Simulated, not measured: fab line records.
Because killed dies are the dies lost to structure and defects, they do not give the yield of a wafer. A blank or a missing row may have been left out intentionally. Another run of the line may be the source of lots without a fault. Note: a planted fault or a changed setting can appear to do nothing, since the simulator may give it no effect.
Matching of chambers -- flow n5-finfet -- N5_BEOL_M7_ETCH_72 on rie-diel-06 has 4 sister chambers
The step etches underlayer in N2/H2, target depth 6.5 nm, time 5.2 s. 4 wafers are shown with their chamber, then 8 later ones without.

== EACH WAFER AND ITS CHAMBER ==
wafer,chamber,drypump-motor-current-A (A)
L082.1,0,5.0
L090.1,1,6.3
L090.6,3,4.8
L092.1,2,5.6

== WAFERS WITHOUT THEIR CHAMBER ==
wafer,drypump-motor-current-A (A)
L092.3,6.3
L092.4,5.0
L091.1,6.3
L091.5,5.6
L091.6,6.3
L097.4,5.1
L097.5,6.2
L097.6,5.1

== EACH ONE'S CHAMBER ==
wafer,from the rows above,in truth
L092.3,1,1
L092.4,0,0
L091.1,1,1
L091.5,2,2
L091.6,1,1
L097.4,0,0
L097.5,1,1
L097.6,0,0
Placed correctly: 8 of 8. Number that these rows cannot place: 0. Wrongly placed: 0.
How it was worked out, from the rows above alone: a wafer's distance from a chamber is the root of the sum, over the readings, of the square of ((its reading less the chamber's mean) divided by the reading's scatter). The wafer belongs to the nearest chamber; if the next one is less than 2 further off, it can't be placed. For every chamber, the mean is computed from those of its wafers that are shown. The scatter (one wafer shown for each chamber): square how far every hidden wafer sits from the nearest shown wafer, average those squares and take the square root.
